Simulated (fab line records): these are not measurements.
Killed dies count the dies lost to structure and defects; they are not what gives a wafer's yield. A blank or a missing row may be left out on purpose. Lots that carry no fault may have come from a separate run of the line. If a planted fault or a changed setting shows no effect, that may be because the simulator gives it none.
Comparing a struck lot with a sound one + flow n5 finfet + 16 steps out of a route of 1938
Sound: wafers L254.1, L254.3, L254.6. Struck: wafers L246.1, L246.3, L246.6. The cause is named last.
For every step that has rows: the tool of each side, followed by ch and its chambers, followed by its first start. Under that, the readings that differ: sound wafers + struck wafers + difference of the means + sigmas: that difference in standard deviations of wafers without a fault.
alike: words and numbers the same on both sides, and readings whose means are apart by under 2 such deviations; not compared: readings that were withheld, readings missing a value for some wafer, numbers with overlapping values and no deviation given by the record, and bounds like >300 which may hide the same value.
The two part at a step that has a row with sigmas, a row that says differs or no value, or rows on one side only. Numbers that don't overlap but have no deviation are shown without sigmas and don't part them. Lack of a reading on every wafer of one side parts them only where that side has two or more wafers.

first, 1 step without rows for these wafers: N5_FIN_SAQP_DEVELOP_15 (develop time 30 s).
N5_FIN_SAQP_CD_MEAS_16 targets a cd of 35.6 nm.
  sound on cd sem-01 ch 0, day 6 09:23; struck on cd sem-02 ch 0, day 4 09:24
  alike: cd nm
N5_FIN_SAQP_OVL_MEAS_17:
  sound on overlay-01 ch 0, day 6 09:25; struck on overlay-02 ch 0, day 4 09:26
  alike: FIN_CORE_OVL
N5_FIN_SAQP_INSPECT_18: inspects for defects (brightfield).
  struck on defect inspect-01, day 4 09:28; sound on defect inspect-02, day 6 09:26
  alike: raw defect count
N5_FIN_SAQP_DESCUM_21: chemistry O2, time 7.9 s.
  sound on rie diel-03 ch 0,2,3, day 6 09:44; struck on rie diel-03 ch 1,2,3, day 4 09:30
  alike: chamber pressure mTorr, drypump motor current A, oes product au, rf vpp V, showerhead plenum p Torr, throttle valve pct
  not compared: rf hours counter h
N5_FIN_SAQP_ETCH_51: etches SiARC in CF4, target depth 45.5 nm, time 75.8 s.
  sound on rie diel-03 ch 0,2,3, day 6 09:46; struck on rie diel-03 ch 1,2,3, day 4 09:32
  alike: chamber pressure mTorr, drypump motor current A, etch rf on time s, oes product au, rf vpp V, showerhead plenum p Torr, throttle valve pct
  not compared: rf hours counter h
N5_FIN_SAQP_ETCH_52: etches SOC in N2/H2, target depth 100 nm, overetch 20 nm, time 150 s.
  sound on rie diel-03 ch 0,2,3, day 6 09:50; struck on rie diel-03 ch 1,2,3, day 4 09:35
  alike: chamber pressure mTorr, drypump motor current A, h2 flow sccm, oes product au, rf vpp V, showerhead plenum p Torr, throttle valve pct
  not compared: rf hours counter h
then, 1 step without rows for these wafers: N5_FIN_SAQP_STRIP_53 (strips in N2/H2).
N5_FIN_SAQP_HM_OPEN_73: chemistry CHF3/O2, target SiO2, stops on a-Si, target depth 12 nm, time 16.8 s.
  sound on rie diel-03 ch 0,2,3, day 6 09:56; struck on rie diel-03 ch 1,2,3, day 4 09:42
  alike: chamber pressure mTorr, drypump motor current A, oes_ar_750_au, oes product au, rf vpp V, showerhead plenum p Torr, throttle valve pct
  not compared: rf hours counter h
then, 1 step without rows for these wafers: N5_FIN_SAQP_STRIP_74 (strips in CHF3/O2).
N5_FIN_SAQP_MANDREL_ETCH_22: etches a-Si in HBr/Cl2, stops on SiNx, target depth 60 nm, bt time 10 s, time 30 s.
  sound on rie si-05 ch 0,2,3, day 6 10:01; struck on rie si-02 ch 2,3, day 4 09:47
  alike: HBr_flow_sccm, chamber pressure mTorr, drypump motor current A, oes product au, throttle valve pct
  not compared: rf hours counter h
then, 1 step without rows for these wafers: N5_FIN_SAQP_STRIP_55 (strips in N2/H2).
N5_FIN_SAQP_STRIP_23: strips in SPM, time 750 s.
  sound on wet bench-03 ch 0,2,7, day 6 10:11; struck on wet bench-04 ch 0,2,6, day 4 10:15
  no value came back on the struck wafers for bath guard temp C (C), bath heat duty pct (%); on the sound wafers bath guard temp C (C) reads 129.6 129.7 130.1
then, 1 step without rows for these wafers: N5_FIN_SAQP_SRD_66 (time 30 s).
-- here the record skips 6 days between the struck wafers' starts before and after, leaving off in module FIN_SAQP and picking up in module BEOL_M4 (first step shown: number 1111 of the route) --
N5_BEOL_M4_RC_MEAS_101:
  sound on prober-01 ch 0, day 12 02:46; struck on prober-01 ch 0, day 10 08:13
  alike: DIBL_N, DIBL_P, IOFF_N, IOFF_P, ION_N, ION_P, SS_N, SS_P, VT_N, VT_P
following that, these wafers have no rows for 1 step: N5_PASSIVATION_PROBE_49.

## WHERE THEY PART
N5_FIN_SAQP_STRIP_23 only, going by this record. Later steps at which nothing parts them and some readings are alike: N5_BEOL_M4_RC_MEAS_101.

WHY: what the simulator had put in
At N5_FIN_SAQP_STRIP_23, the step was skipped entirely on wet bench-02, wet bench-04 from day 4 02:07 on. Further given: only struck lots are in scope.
